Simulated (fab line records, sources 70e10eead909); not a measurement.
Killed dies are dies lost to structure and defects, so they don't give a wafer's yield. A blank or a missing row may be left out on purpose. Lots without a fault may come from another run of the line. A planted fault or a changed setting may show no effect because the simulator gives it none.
fab line records | flow nand_harc
record lots=6 wafers=18 last_day=26
route steps=1159 shown A_BLC@977 A_M0@994 END@1159
lots that met no fault: from a run of the same line without faults
start_h: hours from the record's first day to the start of the lot's first wafer shown | wait_h: hours since the lot's step before | " the same as in the row above | L1.1+2: a row that stands for several wafers | - no value, or no start given | * or withheld: withheld | < > ~ a bound
route shown NAME@n: a module of which the file shows steps, and the number in the route of the first | usual: mean/standard deviation of fault-free wafers | same: alike in all rows | chamber/n: place in a boat | sites: the reading at each site | _std_site: their standard deviation | _edge_site: outer sites' mean less inner sites' | radius_mm: how far each site lies from the wafer's centre | mask NAME#n: copy n | behind: the tool/chamber that last shaped the wafer | hold: why the lot was held/for how many hours/how that ended | device: the transistor (n, p or np) that didn't switch | end of line: the same wafers' tests at the end of the route | a step without rows: its recipe alone | killed: dies lost to structure and defects at the first sort, not the wafer's yield | map: a wafer's dies, x killed, . not, _ none there
set.NAME: the setting as run; set.NAME@STEP: as run at that earlier step | model.NAME: the simulator's own value behind a step, which no gauge read
lots at some steps of the route; a table a step, a row a wafer
services: from which hour (start_h, from the record's first day; less than 0 if before it) a tool's chamber was out of use, for how many hours, and why
## steps
# step NHARC_A_BLC_DESCUM_15
# recipe time_s=3 o2_flow_sccm=200 ar_flow_sccm=0 bias_power_w=0 chemistry=O2
# usual chamber_pressure_mTorr=59.99/0.059 drypump_motor_current_A=5.5/0.34 o2_flow_sccm=200.0/0.71 oes_product_au=0.998/0.0082 rf_vpp_V=58.0/0.88 showerhead_plenum_p_Torr=1.95/0.091 throttle_valve_pct=11.312/0.0087
# columns lot.wafer tool chamber start_h wait_h chamber_pressure_mTorr drypump_motor_current_A o2_flow_sccm oes_product_au rf_hours_counter_h rf_vpp_V showerhead_plenum_p_Torr throttle_valve_pct
L768.1 rie_diel-08 1 430.66 0.1 59.97 5.2 200.7 1.013 11 59.3 1.95 11.305
L768.4 " 0 " " 59.89 5.3 199.5 0.997 11 57.5 1.89 11.313
L768.5 " 2 " " 60.05 5.9 199.5 1.005 - 59.3 2.04 11.312
L771.2 rie_diel-06 2 460.09 0.1 59.96 5.6 200.2 0.985 2 57.4 1.90 11.321
L771.3 " 1 " " 59.93 6.1 200.2 0.980 2 57.6 2.05 11.296
L771.6 " 3 " " 60.14 5.2 200.0 0.988 - 57.4 2.04 11.303
L780.2 rie_diel-06 1 539.52 0.1 60.00 6.1 201.2 1.008 10 58.3 2.05 11.307
L780.1 " 2 " " 60.03 5.6 199.5 1.001 10 56.6 1.90 11.312
L780.3 " 3 " " 60.04 5.1 199.5 1.009 10 57.5 2.03 11.313
L784.2 rie_diel-06 3 541.34 0.1 59.95 5.1 201.1 1.004 11 58.4 2.03 11.315
L784.6 " 0 " " 59.94 5.8 199.2 1.000 - 57.8 1.77 11.317
L784.5 " 1 " " 60.03 6.1 200.1 0.998 - 56.9 2.05 11.318
L783.4 rie_diel-08 2 541.36 0.1 59.98 5.9 200.2 0.984 5 59.5 2.04 11.319
L783.3 " 0 " " 60.06 5.3 200.1 0.988 5 57.7 1.89 11.313
L783.6 " 2 " " 59.99 5.9 200.2 0.985 - 58.1 2.04 11.325
L786.4 rie_diel-06 1 564.53 0.1 59.97 6.1 200.9 0.995 13 57.7 2.05 11.306
L786.3 " 2 " " 60.02 5.6 199.8 0.997 12 57.7 1.90 11.331
L786.6 " 2 " " 59.95 5.6 200.2 1.006 - 57.7 1.90 11.312
# step NHARC_A_BLC_ETCH_16
# recipe target_depth_a=390 over_etch_frac=0.3 time_s=65 ion_energy_ev=80 cf4_flow_sccm=150 ar_flow_sccm=0 rf_w=300 bias_w=100 chemistry=CF4
# step NHARC_A_BLC_ETCH_17
# recipe target_depth_a=3900 over_etch_frac=0.25 time_s=609.38 ion_energy_ev=200 n2_flow_sccm=150 h2_flow_sccm=150 ar_flow_sccm=0 rf_w=400 bias_w=150 chemistry=N2/H2
# step NHARC_A_BLC_ETCH_18
# recipe target_depth_a=9100 c4f8_flow_sccm=20 o2_flow_sccm=10 ar_flow_sccm=withheld rf_w=600 bias_w=1500 chemistry=C4F8/O2/Ar
# step NHARC_A_BLC_CD_MEAS_19
# usual cd_nm=99.6/1.4
# columns lot.wafer tool chamber start_h wait_h cd_nm
L768.1 cd_sem-02 - 431.62 - 100.8
L768.4 " - " " 100.9
L768.5 " - " " 100.1
L771.2 cd_sem-02 - 461.05 - 100.4
L771.3 " - " " 97.3
L771.6 " - " " 99.4
L780.1 cd_sem-01 - 540.48 - 100.9
L780.2 " - " " 101.1
L780.3 " - " " 99.9
L784.2 cd_sem-03 - 542.29 - 96.7
L784.5 " - " " 101.2
L784.6 " - " " 98.5
L783.3 cd_sem-03 - 542.32 - 100.2
L783.4 " - " " 100.5
L783.6 " - " " 99.3
L786.3 cd_sem-01 - 565.50 - 99.2
L786.4 " - " " 101.7
L786.6 " - " " 99.9
# step NHARC_A_BLC_STRIP_29
# recipe cf4_flow_sccm=150 ar_flow_sccm=0 bias_w=0 chemistry=CF4
# step NHARC_A_BLC_STRIP_21
# recipe o2_flow_sccm=500 ar_flow_sccm=0 bias_w=0 chemistry=O2
# step NHARC_A_BLC_STRIP_22
# recipe time_s=600 temp_c=30 chemistry=post_etch_residue_remover
# step NHARC_A_BLC_DEGAS_30
# recipe temp_c=300 time_s=60
# step NHARC_A_BLC_PRE_CLEAN_31
# recipe time_s=15 bias_v=250 gas=Ar
# step NHARC_A_BLC_PVD_32
# recipe target_thk_a=50 chamber_pressure_pa=5 power_w=5000 substrate_temp_c=200 time_s=17.7 material=Ti
# usual throttle_valve_pct=29.8/0.8
# columns lot.wafer tool chamber start_h wait_h throttle_valve_pct
L768.4 pvd_sputter-03 - - - 29.6
L768.1 " - " " 31.8
L768.5 " - " " 29.9
L771.2 pvd_sputter-02 - - - 29.9
L771.3 " - " " 28.9
L771.6 " - " " 30.3
L780.1 pvd_sputter-02 - - - 30.9
L780.3 " - " " 30.1
L780.2 " - " " 28.9
L784.2 pvd_sputter-02 - - - 30.3
L784.6 " - " " 30.2
L784.5 " - " " 28.8
L783.4 pvd_sputter-03 - - - 29.7
L783.3 " - " " 28.9
L783.6 " - " " 29.9
L786.3 pvd_sputter-01 - - - 29.0
L786.4 " - " " 28.9
L786.6 " - " " 30.7
# step NHARC_A_BLC_ALD_23
# recipe target_thk_a=30 pulse_time_s=1 ald_cycles=150 temp_c=450 material=TiN
# step NHARC_A_BLC_CVD_24
# recipe target_thk_a=1500 temp_c=300 pressure_torr=40 wf6_flow_sccm=40 h2_flow_sccm=1600 ar_flow_sccm=1560 time_s=434 material=W
# usual heater_power_w=453/33 throttle_valve_pct=8.10/0.2
# columns lot.wafer tool chamber start_h wait_h heater_power_w throttle_valve_pct
L768.1 cvd_w-01 0 432.83 - 392 8.20
L768.4 " 1 " " 450 7.84
L768.5 " 0 " " 389 8.23
L771.2 cvd_w-01 1 465.37 - 452 7.80
L771.3 " 0 " " 396 8.15
L771.6 " 1 " " 443 8.37
L780.1 cvd_w-01 0 559.30 - 396 7.98
L780.2 " 1 " " 479 8.17
L780.3 " 0 " " 397 8.21
L784.2 cvd_w-02 1 559.36 - 448 8.21
L784.6 " 1 " " 449 8.17
L784.5 " 0 " " 487 7.93
L783.3 cvd_w-01 0 559.88 - 392 7.98
L783.4 " 1 " " 465 8.12
L783.6 " 1 " " 471 8.07
L786.4 cvd_w-02 0 568.37 - 482 8.33
L786.3 " 1 " " 460 7.93
L786.6 " 0 " " 486 8.30
# step NHARC_A_BLC_CMP_25
# recipe t_overpolish_s=30 target_thk_nm=150
# usual motor_current_A=12.0/1.2 overpolish_run_s=30.000/0.0088 retaining_ring_pressure_frac=1.000/0.005 time_to_endpoint_s=30.1/2.1
# columns lot.wafer tool chamber start_h wait_h motor_current_A overpolish_run_s retaining_ring_pressure_frac time_to_endpoint_s
L768.1 cmp-03 2 433.37 0.5 13.1 30.010 0.999 37.6
L768.4 " 3 " " 13.4 30.006 1.004 29.7
L768.5 " 2 " " 12.6 29.994 0.996 34.6
L771.3 cmp-04 3 465.82 0.3 11.4 29.998 0.990 30.9
L771.2 " 2 " " 13.5 30.003 0.997 30.5
L771.6 " 0 " " 10.9 29.997 1.000 31.0
L780.3 cmp-03 3 559.83 0.3 13.4 29.989 1.003 28.8
L780.2 " 1 " " 12.9 29.996 1.000 32.8
L780.1 " 2 " " 12.9 30.017 1.001 27.3
L784.2 cmp-02 2 559.91 0.5 9.9 30.001 0.997 31.1
L784.6 " 2 " " 10.2 30.004 0.997 29.9
L784.5 " 3 " " 11.9 30.005 1.002 32.0
L783.4 cmp-03 0 560.27 0.2 11.1 29.974 0.999 30.2
L783.3 " 1 " " 12.7 30.000 0.999 31.1
L783.6 " 0 " " 11.3 30.000 0.998 30.2
L786.3 cmp-03 2 568.75 0.2 13.2 30.007 0.998 30.5
L786.4 " 3 " " 13.9 29.989 1.001 26.7
L786.6 " 3 " " 13.5 30.017 0.998 29.1
# step NHARC_A_BLC_SRD_27
# step NHARC_A_M0_DEP_00
# recipe target_thk_a=1500 target_thk_nm=150 temp_c=withheld pressure_torr=5 flow_sccm=200 rf_w=600 material=SiOC
# step NHARC_A_M0_DEHYDRATE_01
# recipe temp_c=150 time_s=120
# step NHARC_A_M0_HMDS_02
# recipe time_s=30
# step NHARC_A_M0_COAT_33
# recipe temp_c=200 time_s=65
# step NHARC_A_M0_COAT_03
# recipe spin_rpm=1500 resist_thk_nm=90
# step NHARC_A_M0_SOFTBAKE_04
# recipe temp_c=105 time_s=55
# step NHARC_A_M0_EBR_05
# step NHARC_A_M0_EXPOSE_06
# recipe na=1.35 target_cd_nm=80 dose_mj=83.25 mask_id=A_M0
# step NHARC_A_M0_PEB_07
# recipe peb_temp_c=100 peb_time_s=65
# step NHARC_A_M0_DEVELOP_08
# recipe develop_time_s=35 dev_temp_c=23
# step NHARC_A_M0_CD_MEAS_09
# recipe target_cd_nm=80 landing_energy_ev=500
# usual cd_nm=79.9/0.51
# same landing_energy_ev=500
# columns lot.wafer tool chamber start_h wait_h cd_nm
L768.1 cd_sem-01 0 434.81 - 79.9
L768.4 " 0 " " 79.7
L768.5 " 0 " " 79.8
L771.2 cd_sem-01 0 467.26 - 80.4
L771.3 " 0 " " 80.1
L771.6 " 0 " " 80.4
L780.1 cd_sem-03 0 561.22 - 80.2
L780.2 " 0 " " 80.1
L780.3 " 0 " " 80.2
L784.2 cd_sem-01 0 561.38 - 79.3
L784.5 " 0 " " 79.6
L784.6 " 0 " " 79.1
L783.3 cd_sem-02 0 561.64 - 80.6
L783.4 " 0 " " 79.7
L783.6 " 0 " " 80.5
L786.3 cd_sem-03 0 570.31 - 79.0
L786.4 " 0 " " 79.2
L786.6 " 0 " " 79.6
# step NHARC_A_M0_OVL_MEAS_10
# recipe pitch_nm=160
# usual overlay_x_nm=-0.3/0.87 overlay_y_nm=-0.1/0.78
# columns lot.wafer tool chamber start_h wait_h overlay_x_nm overlay_y_nm
L768.1 overlay-02 - 434.90 - 0.5 0.0
L768.4 " - " " 0.8 1.0
L768.5 " - " " 0.7 0.8
L771.2 overlay-02 - 467.35 - 0.2 0.3
L771.3 " - " " -0.1 -0.1
L771.6 " - " " -0.5 -0.4
L780.1 overlay-02 - 561.33 - -0.5 -1.2
L780.2 " - " " 0.4 -1.4
L780.3 " - " " -0.4 -1.4
L784.2 overlay-01 - 561.47 - 0.0 0.3
L784.5 " - " " 1.0 0.0
L784.6 " - " " 0.2 0.4
L783.3 overlay-01 - 561.72 - -0.3 0.4
L783.4 " - " " -0.9 1.0
L783.6 " - " " -0.6 0.7
L786.3 overlay-01 - 570.39 - -0.8 0.3
L786.4 " - " " 0.1 0.2
L786.6 " - " " 0.0 0.5
# step NHARC_A_M0_DESCUM_14
# recipe time_s=3 o2_flow_sccm=200 ar_flow_sccm=0 bias_power_w=0 chemistry=O2
# step NHARC_A_M0_ETCH_34
# recipe target_depth_a=400 overetch_a=120 time_s=43.94 ion_energy_ev=200 n2_flow_sccm=150 h2_flow_sccm=150 ar_flow_sccm=0 rf_w=400 bias_w=150 chemistry=N2/H2
# step NHARC_A_M0_ETCH_15
# recipe target_depth_a=1500 overetch_a=150 time_s=82.5 c4f8_flow_sccm=withheld ar_flow_sccm=400 rf_w=600 bias_w=300 chemistry=C4F8/Ar
# step NHARC_A_M0_CD_MEAS_16
# usual cd_nm=79.7/0.67
# columns lot.wafer tool chamber start_h wait_h cd_nm
L768.1 cd_sem-03 - 435.33 - 79.6
L768.4 " - " " 79.6
L768.5 " - " " 79.3
L771.2 cd_sem-03 - 467.76 - 79.5
L771.3 " - " " 78.9
L771.6 " - " " 79.6
L780.1 cd_sem-03 - 561.73 - 79.6
L780.2 " - " " 79.4
L780.3 " - " " 79.8
L784.2 cd_sem-02 - 561.88 - 79.0
L784.5 " - " " 78.9
L784.6 " - " " 78.6
L783.3 cd_sem-03 - 562.13 - 79.9
L783.4 " - " " 79.6
L783.6 " - " " 80.7
L786.3 cd_sem-01 - 570.79 - 78.8
L786.4 " - " " 78.7
L786.6 " - " " 79.7
# step NHARC_A_M0_STRIP_18
# recipe power_w=1000 n2_flow_sccm=150 h2_flow_sccm=150 ar_flow_sccm=0 bias_w=0 chemistry=N2/H2
# usual chamber_pressure_mTorr=30.002/0.027 drypump_motor_current_A=5.8/0.47 oes_product_au=0.998/0.0068 rf_fwd_power_W=996/3.3 rf_vpp_V=90.8/1.1 showerhead_plenum_p_Torr=2.05/0.084 throttle_valve_pct=14.171/0.0088
# columns lot.wafer tool chamber start_h wait_h chamber_pressure_mTorr drypump_motor_current_A oes_product_au rf_fwd_power_W rf_hours_counter_h rf_vpp_V showerhead_plenum_p_Torr throttle_valve_pct
L768.4 rie_diel-02 3 435.45 0.1 29.958 5.5 0.991 1001 6 91.4 2.00 14.171
L768.1 " 0 " " 30.029 6.0 0.989 998 6 90.8 1.99 14.163
L768.5 " 2 " " 29.985 5.8 0.986 996 - 92.2 2.20 14.179
L771.3 rie_diel-10 0 467.87 0.1 29.998 6.1 0.995 994 6 90.7 2.13 14.184
L771.2 " 1 " " 30.013 5.3 0.999 992 7 92.3 2.05 14.164
L771.6 " 0 " " 29.953 6.1 0.998 996 - 91.7 2.13 14.188
L780.2 rie_diel-10 3 561.83 0.1 30.047 6.6 0.991 999 1 89.9 1.95 14.159
L780.3 " 0 " " 29.990 6.1 1.006 993 1 90.3 2.12 14.163
L780.1 " 1 " " 30.010 5.3 1.006 997 2 92.1 2.05 14.167
L784.2 rie_diel-02 3 561.95 0.1 30.031 5.5 0.996 998 2 90.4 1.99 14.179
L784.5 " 3 " " 29.987 5.5 0.985 996 - 87.4 1.99 14.162
L784.6 " 0 " " 29.946 6.0 1.005 997 - 89.4 1.99 14.161
L783.3 rie_diel-10 1 562.19 0.1 29.977 5.3 0.996 991 2 91.1 2.05 14.175
L783.4 " 1 " " 30.019 5.3 0.996 994 - 90.0 2.05 14.178
L783.6 " 0 " " 30.032 6.1 1.000 998 - 91.9 2.12 14.180
L786.3 rie_diel-10 0 570.89 0.1 30.025 6.1 0.999 991 3 92.3 2.12 14.163
L786.4 " 1 " " 30.015 5.3 1.007 995 3 91.4 2.05 14.171
L786.6 " 3 " " 30.004 6.5 0.991 995 - 88.5 1.95 14.169
# step NHARC_A_M0_STRIP_19
# recipe time_s=600 temp_c=30 chemistry=post_etch_residue_remover
# step NHARC_A_M0_DEGAS_28
# recipe temp_c=250 time_s=60
# step NHARC_A_M0_PRE_CLEAN_29
# recipe time_s=30 temp_c=280 gas=H2/He
# step NHARC_A_M0_PVD_20
# recipe target_thk_a=50 bias_v=168.6 power_w=15000 chamber_pressure_pa=0.12 time_s=8.06 substrate_temp_c=50 material=TaN
# step NHARC_A_M0_PVD_21
# recipe target_thk_a=300 chamber_pressure_pa=5 power_w=5000 substrate_temp_c=30 time_s=20.49 material=Cu
# step NHARC_A_M0_ECD_22
# recipe target_thk_a=4000 bath_temp_c=25 material=Cu
# step NHARC_A_M0_ANNEAL_30
# recipe temp_c=225 time_s=90
# usual anneal_temp_c=225.01/0.15 wafer_temp_C_max=226.2/0.4
# columns lot.wafer tool chamber start_h wait_h anneal_temp_c wafer_temp_C_max
L768.1 rtp_anneal-01 0 436.69 0.3 224.99 226.0
L768.4 " 0 " " 224.97 226.2
L768.5 " 0 " " 225.01 225.7
L771.2 rtp_anneal-02 0 469.19 0.4 225.05 227.0
L771.3 " 0 " " 224.74 227.0
L771.6 " 0 " " 224.93 226.2
L780.1 rtp_anneal-01 0 563.19 0.3 225.12 225.8
L780.2 " 0 " " 225.11 225.6
L780.3 " 0 " " 225.15 225.9
L784.2 rtp_anneal-02 0 563.28 0.4 225.10 226.7
L784.5 " 0 " " 225.07 226.8
L784.6 " 0 " " 224.98 226.1
L783.3 rtp_anneal-01 0 563.79 0.5 224.78 226.0
L783.4 " 0 " " 225.13 225.9
L783.6 " 0 " " 224.99 225.9
L786.3 rtp_anneal-02 0 572.25 0.3 225.05 225.9
L786.4 " 0 " " 224.84 225.6
L786.6 " 0 " " 224.96 226.7
# step NHARC_END_SORT_01
# recipe temp_c=25
# usual killed_at_array=28/11 killed_at_other=0.9/1.2 killed_at_periphery=2.6/2.1 killed_dies=31/11 killed_open=3.1/1.7 killed_short=1.9/1.3
# same gross_dies=677
# columns lot.wafer tool chamber start_h wait_h killed_at_array killed_at_other killed_at_periphery killed_dies killed_open killed_short
L780.1 prober-01 0 601.47 2.5 108 1 5 114 5 1
L780.3 prober-01 0 603.09 3.1 106 0 3 109 2 3
L783.3 prober-01 0 610.92 3.1 102 1 5 108 3 4
# killed by level:class
L780.1 A_BLC:unspecified=77 A_CHANNEL_HOLE_D1:chamber_film_flake=19 P_M1:chamber_film_flake=4 A_M1:chamber_film_flake=3 A_CONTACT:geometric_particle:open=2 A_CONTACT:chamber_film_flake=2 A_SGD_CUT:geometric_particle:open=1 A_WL_FILL:geometric_particle:open=1
L780.3 A_BLC:unspecified=77 A_CHANNEL_HOLE_D1:chamber_film_flake=13 A_M1:chamber_film_flake=6 A_CONTACT:chamber_film_flake=3 P_M1:chamber_film_flake=2 A_STAIRCASE:chamber_film_flake=2 P_CONTACT:geometric_particle:short=1 A_ONON_D1:geometric_particle:short=1
L783.3 A_BLC:unspecified=81 A_CHANNEL_HOLE_D1:chamber_film_flake=8 P_M2:chamber_film_flake=5 A_STAIRCASE:chamber_film_flake=3 A_M1:chamber_film_flake=2 A_SOURCE_PLATE:geometric_particle:short=1 A_ONON_D1:geometric_particle:short=1 A_SGD_CUT:geometric_particle:open=1
# map L780.1 (x killed, . not)
____________.____________
_________......._________
_______.x.x......._______
______xx...........______
_____.x............._____
____.x..x..........x.____
____..x.x............____
___..xx.x.............___
___...xxx.x..x........___
__....xx..x.........x..__
__...x.....x...........__
_......x........x...x..._
_.....xx.xxx............_
_.....xxxxxx......x....._
_....xxxxxxxx..x....x..._
_x..x.xxxxxx............_
....xxxxxxxxx............
.....xxxxxxxx............
.....xxxxxxx.x...........
.....xxxxxxx......x......
......xxxxxx.............
_.....xxxx.xx..........._
_......xxxx............._
_...x..xx..............._
_.....x.x............x.._
_......................._
__.....................__
__.....................__
___....x..............___
___...................___
____.................____
____.................____
_____..............._____
______.........x...______
_______..........._______
_________......._________
____________.____________
# map L783.3 (x killed, . not)
____________.____________
_________......._________
_______..........._______
______.........x...______
_____x.............._____
____..........x......____
____...x.............____
___.x.x..x............___
___................x..___
__...x............x....__
__.......x.............__
_........x.x............_
_.x...xxxxxx............_
_.....xxxxxx.x.........._
_...xxxxxx.xx.......x..._
_....xxxxxxxxx.........._
.....xxxxxxxx.x........x.
.....xxxxxxxxx...........
.....xxxxxxxx..........x.
....xxxxxxxxxx...........
.....xxxxxxx...x.........
_....xxxxxxx............_
_.....xxx..x............_
_.....x...x............._
_......................._
_........xx............._
__.....................__
__.....x...............__
___...................___
___...................___
____.................____
____.................____
_____.....x........._____
______.............______
_______..........._______
_________......._________
____________.____________
## services
# columns tool chamber start_h hours kind
rie_diel-06 3 409.83 5.7 repair
rie_diel-08 0 414.21 6.2 repair
cvd_w-02 - 415.65 13.0 pm
rie_diel-06 - 418.28 9.0 pm
rie_diel-06 2 431.36 7.3 repair
cmp-03 - 450.00 4.0 pm
rie_diel-06 - 455.40 0.5 repair
pvd_sputter-03 - 458.06 10.0 pm
rie_diel-10 3 462.85 1.3 repair
rie_diel-08 0 468.54 10.0 repair
cmp-03 - 474.27 2.3 repair
cvd_w-01 - 474.37 13.0 pm
rie_diel-08 - 478.86 9.0 pm
pvd_sputter-03 - 491.92 1.0 repair
rie_diel-02 2 491.92 5.7 repair
cvd_w-02 0 492.73 2.5 repair
pvd_sputter-03 - 497.98 1.0 repair
rie_diel-02 - 504.70 9.0 pm
rie_diel-08 3 508.06 10.4 repair
rie_diel-10 - 530.50 9.0 pm
pvd_sputter-02 - 537.91 0.5 repair
cmp-03 - 548.00 4.0 pm
pvd_sputter-02 - 551.57 0.5 repair
pvd_sputter-02 - 570.00 10.0 pm
## key
first_sign step=NHARC_END_SORT_01 reading=killed_dies direction=up sigmas=7.3 usual=31 struck=110
effect step=NHARC_END_SORT_01 reading=killed_at_array direction=up sigmas=7.2 usual=28 struck=105
more_kills_born_at NHARC_A_BLC_CVD_24@cvd_w-01=235
met_at NHARC_A_BLC_CVD_24
struck_wafers L780.1,L780.3,L783.3
tester_left_out L780,L783
onset_between 465.37 559.30
fault kind=chamber_particle_source tool=cvd_w-01 chamber=0 onset_h=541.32 steps=NHARC_A_BLC_CVD_24 rate_per_visit_cm2=0.60582 end_h=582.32
# tester_left_out: of these lots the tester's yield and bins aren't shown, on N5 and GAA mostly nor the transistor test; their killed dies are dies lost to structure and defects alone, not to doping, threshold or leakage, so they don't give the yield
